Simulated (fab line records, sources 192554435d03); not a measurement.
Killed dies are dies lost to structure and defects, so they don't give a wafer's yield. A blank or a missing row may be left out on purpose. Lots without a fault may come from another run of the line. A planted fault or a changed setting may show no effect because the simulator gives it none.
Chamber matching | flow n5_finfet | N5_BEOL_M9_ETCH_65 on rie_diel-05: 4 sister chambers
The step etches SiARC in CF4, target depth 15.6 nm, time 26 s. 4 wafers are shown with their chamber, then 11 later ones without.

WAFERS WITH THEIR CHAMBER
wafer  | chamber | showerhead_plenum_p_Torr (Torr)
L087.5 | 1       | 2.03
L088.1 | 3       | 2.07
L088.4 | 0       | 2.20
L091.1 | 2       | 2.16

WAFERS WITHOUT THEIR CHAMBER
wafer  | showerhead_plenum_p_Torr (Torr)
L091.4 | 2.03
L091.5 | 2.03
L090.3 | 2.03
L090.5 | 2.03
L090.6 | 2.20
L093.2 | 2.03
L093.3 | 2.19
L093.4 | 2.16
L097.1 | 2.16
L097.3 | 2.06
L097.5 | 2.03

WHICH CHAMBER EACH WENT THROUGH
wafer  | from the rows above | in truth
L091.4 | 1                   | 1
L091.5 | 1                   | 1
L090.3 | 1                   | 1
L090.5 | 1                   | 1
L090.6 | 0                   | 0
L093.2 | 1                   | 1
L093.3 | 0                   | 0
L093.4 | 2                   | 2
L097.1 | 2                   | 2
L097.3 | 3                   | 3
L097.5 | 1                   | 1
Placed correctly: 11 of 11. Can't be placed from these rows: 0. Placed wrongly: 0.
How it was worked out, from the rows above alone: a wafer's distance from a chamber is the root of the sum, over the readings, of the square of ((its reading less the chamber's mean) divided by the reading's scatter). The wafer belongs to the nearest chamber; if the next one is less than 2 further off, it can't be placed. A chamber's mean is the mean of its shown wafers. The scatter: with one shown wafer a chamber, the root of the mean of the squares of how far each hidden wafer lies from its nearest shown one.
